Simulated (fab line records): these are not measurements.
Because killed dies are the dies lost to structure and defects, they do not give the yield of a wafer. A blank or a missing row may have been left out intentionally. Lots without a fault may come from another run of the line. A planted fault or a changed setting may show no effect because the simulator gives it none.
fab line records    flow nandHarc
[record] lots = 6  wafers = 18  lastDay = 24
route steps=1159 shown A_SLIT@785 A_SIN_REMOVE@804 A_WL_FILL@809 END@1159
lots with no fault: from the same line, run without faults
startH: hours from the record's first day to the start of the lot's first wafer shown    waitH: how many hours have passed since the lot's step before this one    " same as the row above    L1.1+2: a row that stands for several wafers    - no value present, or no start provided    * or withheld: withheld    < > ~ a bound
route shown NAME@n: names a module that has steps shown in the file, with the first one's number in the route    usual: the fault-free wafers' mean and standard deviation    same: alike in all rows    chamber/n: place in a boat    sites: each site's reading    _std_site: standard deviation across them    _edge_site: inner sites' mean taken away from outer sites' mean    radiusMm: for every site, how far away it sits from the centre of the wafer    mask NAME#n: copy n    behind: tool/chamber where the wafer was last shaped    hold: reason for holding the lot/hours on hold/outcome of the hold    device: transistor that didn't switch, given as n, p or np    end of line: at the end of the route, the tests of the same wafers    a step given without rows: its recipe and nothing more    killed: count of dies lost to structure and defects at first sort (not the wafer's yield)    map: a wafer's dies, marking killed ones x, the rest . and places with no die _
set.NAME: the run value of the setting; set.NAME@STEP: its run value at that earlier step    model.NAME: the simulator's own value behind a step, which no gauge read
lots at selected steps of the route; one table per step, one row per wafer
services: when a tool's chamber went out of use (startH, in hours from the record's first day, below 0 if earlier), for how many hours, and the reason
[[steps]]
[step NHARC_A_SLIT_SOFTBAKE_04]
[recipe] tempC = 105  timeS = 55
[step NHARC_A_SLIT_EBR_05]
[step NHARC_A_SLIT_EXPOSE_06]
[recipe] na = 1.35  doseMj = 60.82  maskId = SLIT
[step NHARC_A_SLIT_PEB_07]
[recipe] pebTempC = 100  pebTimeS = 65
[step NHARC_A_SLIT_DEVELOP_08]
[recipe] developTimeS = 35  devTempC = 23
[step NHARC_A_SLIT_CD_MEAS_09]
[recipe] targetCdNm = 300  landingEnergyEv = 500
[usual] cdNm = 300.1/0.55
lot.wafer  tool      chamber  startH  waitH  cdNm
L614.1     cdSem-02  0        352.39  -      300.1
L614.4     "         0        "       "      300.1
L614.6     "         0        "       "      300.7
L622.2     cdSem-02  0        408.44  -      299.6
L622.3     "         0        "       "      299.6
L622.4     "         0        "       "      300.2
L626.1     cdSem-02  0        423.77  -      299.1
L626.3     "         0        "       "      300.2
L626.5     "         0        "       "      300.1
L627.3     cdSem-01  0        429.52  -      300.2
L627.4     "         0        "       "      300.4
L627.6     "         0        "       "      299.1
L628.1     cdSem-01  0        439.26  -      299.7
L628.3     "         0        "       "      300.2
L628.5     "         0        "       "      300.1
L629.2     cdSem-02  0        440.02  -      301.4
L629.4     "         0        "       "      301.4
L629.6     "         0        "       "      301.0
[step NHARC_A_SLIT_OVL_MEAS_10]
[usual] overlayXNm = 0.0/0.84  overlayYNm = 0.0/0.9
lot.wafer  tool        chamber  startH  waitH  overlayXNm  overlayYNm
L614.1     overlay-01  -        352.48  -      -0.7        -0.9
L614.4     "           -        "       "      -0.9        -0.8
L614.6     "           -        "       "      -1.2        -0.7
L622.2     overlay-01  -        408.53  -      -1.5        1.1
L622.3     "           -        "       "      -1.1        1.0
L622.4     "           -        "       "      -0.6        1.6
L626.1     overlay-01  -        423.86  -      0.1         -0.2
L626.3     "           -        "       "      0.1         -0.9
L626.5     "           -        "       "      0.4         -0.2
L627.3     overlay-01  -        429.60  -      -1.3        -0.8
L627.4     "           -        "       "      -0.6        -1.1
L627.6     "           -        "       "      -0.6        -1.1
L628.1     overlay-02  -        439.35  -      1.6         0.3
L628.3     "           -        "       "      1.5         0.3
L628.5     "           -        "       "      1.6         0.2
L629.2     overlay-01  -        440.11  -      0.3         -0.2
L629.4     "           -        "       "      -0.7        -0.2
L629.6     "           -        "       "      0.3         0.1
[step NHARC_A_SLIT_INSPECT_11]
[usual] rawDefectCount = 21/8.2
lot.wafer  tool              chamber  startH  waitH  rawDefectCount
L614.1     defectInspect-02  -        352.51  0.0    12
L614.4     "                 -        "       "      25
L614.6     "                 -        "       "      29
L622.2     defectInspect-02  -        408.56  0.0    13
L622.3     "                 -        "       "      17
L622.4     "                 -        "       "      11
L626.1     defectInspect-02  -        423.89  0.0    29
L626.3     "                 -        "       "      32
L626.5     "                 -        "       "      34
L627.3     defectInspect-02  -        429.64  0.0    40
L627.4     "                 -        "       "      26
L627.6     "                 -        "       "      37
L628.1     defectInspect-01  -        439.39  0.0    45
L628.3     "                 -        "       "      43
L628.5     "                 -        "       "      39
L629.2     defectInspect-01  -        440.15  0.0    21
L629.4     "                 -        "       "      12
L629.6     "                 -        "       "      15
[step NHARC_A_SLIT_DESCUM_14]
[recipe] timeS = 3  o2FlowSccm = 200  arFlowSccm = 0  biasPowerW = 0  chemistry = O2
[step NHARC_A_SLIT_ETCH_24]
[recipe] targetDepthA = 1210  timeS = 60.5  cf4FlowSccm = 100  chf3FlowSccm = 30  arFlowSccm = 0  rfW = 500  biasW = 200  chemistry = CF4/CHF3
[usual] cf4FlowSccm = 100.00/0.3  drypumpMotorCurrentA = 5.90/0.23  oesProductAu = 0.961/0.019  rfFwdPowerW = 495.2/2.4  rfVppV = 371.0/1.9  showerheadPlenumPTorr = 1.59/0.05  throttleValvePct = 16.803/0.0083
lot.wafer  tool        chamber  startH  waitH  cf4FlowSccm  drypumpMotorCurrentA  oesProductAu  rfFwdPowerW  rfHoursCounterH  rfVppV  showerheadPlenumPTorr  throttleValvePct
L614.1     rieDiel-02  1        352.67  0.1    100.32       6.03                  0.990         497.4        1                370.5   1.55                   16.804
L614.4     "           2        "       "      100.55       6.02                  0.974         492.4        1                374.0   1.65                   16.784
L614.6     "           0        "       "      99.88        5.76                  0.965         498.6        -                371.6   1.62                   16.799
L622.2     rieDiel-06  0        408.71  0.1    100.19       6.18                  0.968         495.6        13               368.3   1.55                   16.793
L622.3     "           1        "       "      100.10       5.85                  0.960         492.4        11               370.7   1.58                   16.804
L622.4     "           2        "       "      99.83        5.84                  0.969         494.3        12               371.6   1.58                   16.798
L626.3     rieDiel-02  1        424.05  0.1    100.38       6.04                  0.984         495.6        7                370.5   1.54                   16.789
L626.1     "           2        "       "      100.02       5.99                  0.958         492.9        8                373.1   1.65                   16.796
L626.5     "           3        "       "      100.02       5.90                  0.965         496.6        -                367.8   1.51                   16.807
L627.4     rieDiel-07  2        429.80  0.1    100.37       5.72                  0.957         491.0        1                373.6   1.63                   16.800
L627.3     "           3        "       "      100.54       5.41                  0.969         494.3        1                372.0   1.61                   16.807
L627.6     "           0        "       "      100.42       6.43                  0.962         495.3        -                369.8   1.57                   16.794
L628.1     rieDiel-06  2        439.55  0.1    100.42       5.83                  0.972         492.0        0                370.2   1.58                   16.813
L628.3     "           3        "       "      100.27       5.89                  0.974         491.4        0                368.5   1.53                   16.790
L628.5     "           1        "       "      100.18       5.86                  0.953         493.6        -                371.3   1.57                   16.810
L629.4     rieDiel-02  2        440.29  0.1    99.97        6.00                  0.970         492.2        9                373.2   1.65                   16.790
L629.2     "           1        "       "      100.05       6.08                  0.977         497.5        9                368.5   1.54                   16.799
L629.6     "           3        "       "      100.43       5.90                  0.970         492.3        -                368.1   1.51                   16.802
[step NHARC_A_SLIT_ETCH_15]
[recipe] targetDepthA = 32000  overEtchFrac = 0.3  timeS = 832  ionEnergyEv = 150  o2FlowSccm = 400  cosFlowSccm = 20  arFlowSccm = 0  rfW = 500  biasW = 300  chemistry = O2/COS
[step NHARC_A_SLIT_ETCH_17]
[recipe] biasV = 900  sourceW = withheld  pressureMtorr = 20  arFlowSccm = 375  c4f8FlowSccm = 83.3  o2FlowSccm = 41.7  timeS = 1687.5  targetDepthA = 1.01e+05  chemistry = C4F8/O2/Ar
[usual] drypumpMotorCurrentA = 5.7/0.51  showerheadPlenumPTorr = 3.64/0.1  throttleValvePct = 32.045/0.0098
lot.wafer  tool        chamber  startH  waitH  drypumpMotorCurrentA  rfHoursCounterH  showerheadPlenumPTorr  throttleValvePct
L614.1     harEtch-02  0        353.60  -      6.2                   191              3.77                   32.041
L614.4     "           0        "       "      6.2                   -                3.77                   32.032
L614.6     "           0        "       "      6.3                   -                3.77                   32.056
L622.2     harEtch-01  1        409.91  -      5.2                   42               3.56                   32.046
L622.3     "           0        "       "      6.2                   -                3.70                   32.046
L622.4     "           1        "       "      5.2                   -                3.56                   32.056
L626.1     harEtch-01  1        425.38  -      5.2                   49               3.55                   32.046
L626.3     "           0        "       "      6.2                   -                3.69                   32.055
L626.5     "           1        "       "      5.3                   -                3.55                   32.064
L627.3     harEtch-01  1        430.95  -      5.2                   -                3.55                   32.046
L627.4     "           0        "       "      6.2                   -                3.69                   32.040
L627.6     "           0        "       "      6.2                   -                3.69                   32.050
L628.1     harEtch-02  0        441.73  -      6.3                   229              3.75                   32.047
L628.3     "           0        "       "      6.3                   -                3.75                   32.055
L628.5     "           0        "       "      6.3                   -                3.75                   32.044
L629.2     harEtch-01  1        441.91  -      5.2                   56               3.55                   32.039
L629.4     "           1        "       "      5.3                   -                3.55                   32.061
L629.6     "           0        "       "      6.2                   -                3.69                   32.057
[step NHARC_A_SLIT_ETCH_26]
[recipe] biasV = 400  sourceW = 2000  pressureMtorr = 25  timeS = 90  arFlowSccm = 375  c4f8FlowSccm = 41.7  o2FlowSccm = 83.3  targetDepthA = 4000  chemistry = C4F8/O2/Ar
[usual] drypumpMotorCurrentA = 5.7/0.51  rfFwdPowerW = 1985/8.5  showerheadPlenumPTorr = 3.67/0.1  throttleValvePct = 27.619/0.0095
lot.wafer  tool        chamber  startH  waitH  drypumpMotorCurrentA  rfFwdPowerW  rfHoursCounterH  showerheadPlenumPTorr  throttleValvePct
L614.1     harEtch-02  0        354.87  1.0    6.3                   1992         193              3.81                   27.618
L614.4     "           0        "       "      6.3                   1997         -                3.80                   27.608
L614.6     "           0        "       "      6.3                   1984         -                3.81                   27.625
L622.2     harEtch-01  1        411.20  1.0    5.3                   1991         43               3.59                   27.607
L622.3     "           0        "       "      6.1                   1988         -                3.73                   27.616
L622.4     "           1        "       "      5.2                   1990         -                3.59                   27.617
L626.1     harEtch-01  1        426.65  1.0    5.2                   1992         50               3.58                   27.623
L626.3     "           0        "       "      6.2                   1993         -                3.73                   27.626
L626.5     "           1        "       "      5.2                   1986         -                3.58                   27.627
L627.3     harEtch-01  1        431.99  0.8    5.2                   1986         -                3.58                   27.605
L627.4     "           0        "       "      6.1                   1986         -                3.73                   27.606
L627.6     "           0        "       "      6.2                   1980         -                3.73                   27.610
L628.1     harEtch-02  0        442.99  1.0    6.3                   1997         231              3.78                   27.633
L628.3     "           0        "       "      6.3                   1994         -                3.78                   27.627
L628.5     "           0        "       "      6.3                   1986         -                3.78                   27.599
L629.2     harEtch-01  1        443.39  1.2    5.2                   1986         57               3.58                   27.617
L629.4     "           1        "       "      5.2                   1987         -                3.58                   27.615
L629.6     "           0        "       "      6.1                   1987         -                3.72                   27.628
[step NHARC_A_SLIT_STRIP_28]
[recipe] o2FlowSccm = 400  cosFlowSccm = 20  arFlowSccm = 0  biasW = 0  chemistry = O2/COS
[step NHARC_A_SLIT_ETCH_29]
[recipe] targetDepthA = 1000  overetchA = 100  timeS = 55  ionEnergyEv = 100  cf4FlowSccm = 80  o2FlowSccm = 20  arFlowSccm = 0  rfW = 300  biasW = 100  chemistry = CF4/O2
[usual] cf4FlowSccm = 79.95/0.26  drypumpMotorCurrentA = 5.9/0.3  oesProductAu = 1.002/0.0098  rfFwdPowerW = 297.0/1.3  rfVppV = 197.9/1.1  showerheadPlenumPTorr = 1.35/0.04  throttleValvePct = 13.398/0.0083
lot.wafer  tool        chamber  startH  waitH  cf4FlowSccm  drypumpMotorCurrentA  oesProductAu  rfFwdPowerW  rfHoursCounterH  rfVppV  showerheadPlenumPTorr  throttleValvePct
L614.4     rieDiel-06  0        355.46  0.1    79.75        6.2                   0.998         296.4        8                197.9   1.32                   13.392
L614.1     "           1        "       "      79.62        5.9                   1.003         297.6        6                196.6   1.34                   13.400
L614.6     "           3        "       "      79.79        5.9                   1.003         296.3        -                196.1   1.30                   13.406
L622.3     rieDiel-02  0        411.79  0.1    79.74        5.7                   1.010         298.3        5                199.1   1.38                   13.386
L622.2     "           2        "       "      79.71        6.0                   0.995         296.3        6                199.2   1.40                   13.411
L622.4     "           3        "       "      80.18        5.9                   1.004         295.5        7                196.4   1.28                   13.395
L626.1     rieDiel-02  0        427.24  0.1    79.81        5.8                   1.005         297.2        7                198.9   1.38                   13.390
L626.3     "           1        "       "      80.09        6.0                   1.013         299.5        8                198.2   1.31                   13.393
L626.5     "           1        "       "      80.04        6.0                   1.014         297.0        -                196.7   1.31                   13.387
L627.3     rieDiel-02  0        432.55  0.1    79.76        5.8                   1.001         299.6        7                197.5   1.38                   13.412
L627.4     "           3        "       "      79.48        5.9                   0.998         297.9        9                195.7   1.28                   13.394
L627.6     "           1        "       "      79.87        6.0                   1.008         298.4        -                196.6   1.31                   13.397
L628.1     rieDiel-02  3        443.60  0.1    79.73        5.9                   1.004         297.2        11               197.7   1.28                   13.390
L628.3     "           0        "       "      79.77        5.8                   1.006         299.8        8                199.0   1.38                   13.391
L628.5     "           1        "       "      80.39        6.0                   1.003         298.6        -                198.6   1.31                   13.393
L629.4     rieDiel-07  0        444.01  0.1    80.01        6.4                   1.007         297.0        2                195.9   1.34                   13.397
L629.2     "           2        "       "      80.26        5.7                   0.985         295.5        1                198.2   1.38                   13.390
L629.6     "           3        "       "      80.48        5.5                   1.004         296.8        -                197.5   1.37                   13.385
[step NHARC_A_SLIT_STRIP_18]
[recipe] o2FlowSccm = 500  arFlowSccm = 0  biasW = 0  chemistry = O2
[usual] drypumpMotorCurrentA = 5.9/0.31  oesProductAu = 1.002/0.011  rfVppV = 57.8/0.89  showerheadPlenumPTorr = 3.56/0.1  throttleValvePct = 17.038/0.009
lot.wafer  tool        chamber  startH  waitH  drypumpMotorCurrentA  oesProductAu  rfHoursCounterH  rfVppV  showerheadPlenumPTorr  throttleValvePct
L614.4     rieDiel-06  2        -       -      5.9                   1.012         8                58.3    3.54                   17.023
L614.1     "           3        "       "      5.9                   0.995         7                57.3    3.44                   17.035
L614.6     "           2        "       "      5.9                   1.022         -                58.2    3.55                   17.033
L622.3     rieDiel-02  1        -       -      6.1                   1.013         6                58.8    3.46                   17.023
L622.4     "           3        "       "      5.9                   1.014         7                57.7    3.39                   17.038
L622.2     "           0        "       "      5.8                   1.004         5                57.4    3.63                   17.024
L626.1     rieDiel-02  1        -       -      6.1                   1.009         8                56.2    3.46                   17.037
L626.3     "           0        "       "      5.8                   0.996         7                58.5    3.63                   17.049
L626.5     "           1        "       "      6.1                   1.009         -                57.2    3.46                   17.031
L627.4     rieDiel-02  1        -       -      6.1                   1.024         8                57.3    3.46                   17.040
L627.3     "           2        "       "      6.0                   1.004         8                58.5    3.70                   17.024
L627.6     "           1        "       "      6.1                   1.007         -                57.2    3.46                   17.046
L628.1     rieDiel-02  0        -       -      5.8                   1.001         8                57.6    3.63                   17.037
L628.3     "           1        "       "      6.1                   1.001         9                58.6    3.46                   17.039
L628.5     "           3        "       "      5.9                   1.004         -                56.7    3.39                   17.046
L629.4     rieDiel-07  3        -       -      5.4                   1.004         2                57.2    3.61                   17.026
L629.2     "           0        "       "      6.4                   1.010         2                57.6    3.53                   17.025
L629.6     "           2        "       "      5.8                   0.985         -                57.8    3.65                   17.032
[step NHARC_A_SLIT_PRECLEAN_19]
[recipe] timeS = *  tempC = 50  bathAgeMin = 0  chemistry = SC1
[step NHARC_A_SLIT_SRD_20]
[step NHARC_A_SLIT_CD_MEAS_21]
[usual] cdNm = 289.2/0.82
lot.wafer  tool      chamber  startH  waitH  cdNm
L614.1     cdSem-03  -        355.99  -      289.7
L614.4     "         -        "       "      290.2
L614.6     "         -        "       "      290.2
L622.2     cdSem-01  -        412.33  -      289.2
L622.3     "         -        "       "      289.5
L622.4     "         -        "       "      289.1
L626.1     cdSem-03  -        427.78  -      289.0
L626.3     "         -        "       "      289.3
L626.5     "         -        "       "      289.8
L627.3     cdSem-03  -        433.09  -      289.6
L627.4     "         -        "       "      289.2
L627.6     "         -        "       "      290.0
L628.1     cdSem-01  -        444.13  -      289.9
L628.3     "         -        "       "      290.9
L628.5     "         -        "       "      291.4
L629.2     cdSem-02  -        444.55  -      289.6
L629.4     "         -        "       "      290.1
L629.6     "         -        "       "      288.7
[step NHARC_A_SIN_REMOVE_WET_00]
[recipe] tempC = 160  timeS = 15300  chemistry = H3PO4
[step NHARC_A_SIN_REMOVE_PRECLEAN_01]
[recipe] timeS = *  tempC = 50  bathAgeMin = 0  chemistry = SC1
[step NHARC_A_SIN_REMOVE_SRD_02]
[step NHARC_A_SIN_REMOVE_INSPECT_04]
[usual] rawDefectCount = 291/81
lot.wafer  tool              chamber  startH  waitH  rawDefectCount
L614.1     defectInspect-01  -        364.06  0.0    282
L614.4     "                 -        "       "      399
L614.6     "                 -        "       "      280
L622.2     defectInspect-01  -        420.07  0.0    288
L622.3     "                 -        "       "      188
L622.4     "                 -        "       "      285
L626.1     defectInspect-01  -        433.09  0.0    253
L626.3     "                 -        "       "      267
L626.5     "                 -        "       "      250
L627.3     defectInspect-02  -        440.80  0.0    709
L627.4     "                 -        "       "      680
L627.6     "                 -        "       "      684
L628.1     defectInspect-02  -        451.81  0.0    362
L628.3     "                 -        "       "      377
L628.5     "                 -        "       "      250
L629.2     defectInspect-01  -        451.81  0.0    651
L629.4     "                 -        "       "      582
L629.6     "                 -        "       "      544
[step NHARC_A_WL_FILL_ALD_00]
[recipe] targetThkA = 30  pulseTimeS = 3  aldCycles = 30  tempC = 300  material = Al2O3
[usual] heaterPowerW = 460/52  precursorPulseHeightRel = 0.999/0.02
lot.wafer  tool      chamber  startH  waitH  heaterPowerW  precursorPulseHeightRel
L614.4     aldHk-01  3        364.13  0.1    428           1.011
L614.1     "         2        "       "      418           0.990
L614.6     "         0        "       "      448           1.004
L622.2     aldHk-01  1        420.14  0.1    405           0.966
L622.3     "         2        "       "      410           1.002
L622.4     "         3        "       "      426           0.980
L626.1     aldHk-04  0        433.33  0.2    503           0.988
L626.3     "         1        "       "      423           0.993
L626.5     "         3        "       "      451           1.047
L627.3     aldHk-01  0        440.92  0.1    423           1.004
L627.4     "         1        "       "      421           0.988
L627.6     "         3        "       "      425           1.037
L629.2     aldHk-04  2        452.40  0.6    546           1.010
L629.4     "         3        "       "      455           1.049
L629.6     "         0        "       "      502           1.031
L628.1     aldHk-04  0        452.51  0.7    502           0.996
L628.3     "         2        "       "      539           0.965
L628.5     "         1        "       "      424           0.983
[step NHARC_END_SORT_01]
[recipe] tempC = 25
[usual] killedAtArray = 29/9.4  killedAtOther = 0.7/1.3  killedAtPeriphery = 2.9/2.1  killedDies = 32/9  killedOpen = 3.3/1.8  killedShort = 1.9/1.4
[same] grossDies = 677
lot.wafer  tool       chamber  startH  waitH  killedAtArray  killedAtOther  killedAtPeriphery  killedDies  killedOpen  killedShort
L614.1     prober-01  0        487.18  2.5    27             1              1                  29          3           0
L614.4     prober-01  0        489.65  3.5    41             5              2                  48          5           1
L629.2     prober-01  0        564.46  2.8    100            0              8                  108         3           2
L629.4     prober-01  0        566.04  3.4    86             0              5                  91          3           0
L629.6     prober-01  0        567.63  4.0    90             0              3                  93          5           1
L627.3     prober-02  0        572.91  3.1    81             0              1                  82          3           1
L627.4     prober-02  0        573.71  3.4    89             0              1                  90          3           0
L627.6     prober-02  0        575.31  4.0    118            0              2                  120         4           2
// killed by level:class
L614.1 A_SLIT:chamberFilmFlake=10 A_CHANNEL_HOLE_D1:chamberFilmFlake=7 A_STAIRCASE:chamberFilmFlake=4 A_CONTACT:chamberFilmFlake=3 A_WL_FILL:geometricParticle:open=1 A_CONTACT:geometricParticle:open=1 A_M0:geometricParticle:open=1 P_CONTACT:chamberFilmFlake=1
L614.4 A_CHANNEL_HOLE_D1:chamberFilmFlake=14 A_SLIT:chamberFilmFlake=11 A_STAIRCASE:chamberFilmFlake=8 A_CONTACT:chamberFilmFlake=4 THIN_TSV:chamberFilmFlake=4 P_M0:geometricParticle:open=2 A_CHANNEL_FILL_D1:geometricParticle:open=1 A_SGD_CUT:geometricParticle:open=1
L629.2 A_SLIT:unspecified=82 A_CHANNEL_HOLE_D1:chamberFilmFlake=11 A_CONTACT:chamberFilmFlake=5 P_STI:chamberFilmFlake=2 P_GATE:geometricParticle:open=1 P_GATE:geometricParticle:short=1 P_M0:geometricParticle:open=1 A_CHANNEL_HOLE_D1:geometricParticle:short=1
L629.4 A_SLIT:unspecified=75 A_CHANNEL_HOLE_D1:chamberFilmFlake=6 A_CONTACT:chamberFilmFlake=3 P_GATE:chamberFilmFlake=2 P_STI:geometricParticle:open=1 P_CONTACT:geometricParticle:open=1 A_M0:geometricParticle:open=1 P_M0:chamberFilmFlake=1
L629.6 A_SLIT:unspecified=70 A_CONTACT:chamberFilmFlake=8 A_CHANNEL_HOLE_D1:chamberFilmFlake=6 A_M0:geometricParticle:open=2 P_M0:geometricParticle:open=1 A_ONON_D1:geometricParticle:open=1 A_SGD_CUT:geometricParticle:short=1 A_CONTACT:geometricParticle:open=1
L627.3 A_SLIT:unspecified=72 A_CHANNEL_HOLE_D1:chamberFilmFlake=4 P_GATE:geometricParticle:open=1 A_CONTACT:geometricParticle:open=1 A_M1:geometricParticle:short=1 A_M1:geometricParticle:open=1 A_STAIRCASE:chamberFilmFlake=1 A_CONTACT:chamberFilmFlake=1
L627.4 A_SLIT:unspecified=73 A_CONTACT:chamberFilmFlake=5 A_CHANNEL_HOLE_D1:chamberFilmFlake=4 A_STAIRCASE:chamberFilmFlake=2 A_WL_FILL:chamberFilmFlake=2 P_GATE:geometricParticle:open=1 A_CHANNEL_HOLE_D1:geometricParticle:open=1 A_CONTACT:geometricParticle:open=1
L627.6 A_SLIT:unspecified=77 A_CHANNEL_HOLE_D1:chamberFilmFlake=30 A_ZERO_WELL:chamberFilmFlake=3 A_CONTACT:chamberFilmFlake=3 A_CONTACT:geometricParticle:short=2 P_STI:geometricParticle:open=1 P_M0:geometricParticle:open=1 A_CHANNEL_FILL_D1:geometricParticle:open=1
// map L627.6 (x killed, . not)
____________.____________
_________.x....._________
_______....x......_______
______.............______
_____..............._____
____x.x.x..x.x.......____
____......x..........____
___...................___
___x..................___
__.....................__
__.....................__
_......................._
_....xxxx..............._
_..x.x.x................_
_...xxxxx..............._
_xxxxxxxx..............._
..xxxxxxx................
.xxxxxxxxx...............
.xxxxxxxxx...............
.xxxxxxxxx...............
..xxxxxxx................
_...xxxxxx.............._
_..xxxx..x....x........._
_...xx.x......xx........_
_..x...x.x.xxx...x......_
_.....x...xx..x........._
__........xxxx.x.......__
__.........x..x.xxx....__
___........xxxx.......___
___.........xx.x......___
____.........xx......____
____......x..........____
_____..............._____
______......x....x.______
_______..........._______
_________......._________
____________.____________
// map L629.2 (x killed, . not)
____________.____________
_________......._________
_______..........._______
______.............______
_____x.............._____
____.................____
____....x............____
___.x.................___
___.xxx...............___
__.....................__
__.x...................__
_....x.................._
_......................._
_....x.................._
_...................x..._
_......................._
.........................
.........................
.........................
...x.....................
.........................
_..........xx.......x..._
_.........xxxxxx........_
_..........xxxxxx......._
_..x.....xxxxxxxxx.xx..._
_........xxxxxxxx.x....._
__.......xxxxxxxxxxx..x__
__....x..xxxxxxxx.xx...__
___.......xxxxxxx.....___
___....x..xxxxxxx.....___
____.....xxxxxxxxx...____
____.......xxxxxx.xx.____
_____.......x......._____
______.....xxx..x..______
_______.....x....._______
_________......._________
____________.____________
[[services]]
tool        chamber  startH  hours  kind
rieDiel-02  0        336.70  -      clean
rieDiel-02  1        336.70  -      clean
rieDiel-02  2        336.70  -      clean
rieDiel-02  3        336.70  -      clean
rieDiel-07  3        337.54  5.3    repair
harEtch-01  -        342.14  3.5    repair
rieDiel-06  -        342.28  0.6    repair
rieDiel-06  -        342.88  1.2    repair
harEtch-02  -        357.87  6.0    repair
rieDiel-02  0        361.20  -      clean
rieDiel-02  1        361.20  -      clean
rieDiel-02  2        361.20  -      clean
rieDiel-02  3        361.20  -      clean
aldHk-04    -        364.00  10.0   pm
rieDiel-02  2        382.50  8.2    repair
rieDiel-02  0        385.70  -      clean
rieDiel-02  1        385.70  -      clean
rieDiel-02  3        385.70  -      clean
rieDiel-02  0        388.96  12.8   repair
rieDiel-07  2        404.52  7.0    repair
rieDiel-07  -        404.90  0.2    repair
rieDiel-07  -        405.20  9.0    pm
aldHk-01    -        407.92  10.0   pm
rieDiel-06  -        418.20  9.0    pm
[[key]]
[firstSign] step = NHARC_A_SIN_REMOVE_INSPECT_04  reading = rawDefectCount  direction = up  sigmas = 4.4  usual = 291  struck = 642
[effect] step = NHARC_END_SORT_01  reading = killedDies  direction = up  sigmas = 7.2  usual = 32  struck = 97
[moreKillsBornAt] NHARC_A_SLIT_ETCH_26@harEtch-01 = 418
metAt NHARC_A_SLIT_ETCH_26
struckWafers L627.3,L627.4,L627.6,L629.2,L629.4,L629.6
testerLeftOut L627,L629
onsetBetween 426.65 431.99
alsoFits NHARC_A_SLIT_ETCH_17:harEtch-01
[fault] kind = chamberParticleSource  tool = harEtch-01  chamber = -  onsetH = 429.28  steps = NHARC_A_SLIT_ETCH_26  ratePerVisitCm2 = 0.53145  endH = 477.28
// testerLeftOut: of these lots the tester's yield and bins aren't shown, on N5 and GAA mostly nor the transistor test; their killed dies are dies lost to structure and defects alone, not to doping, threshold or leakage, so they don't give the yield
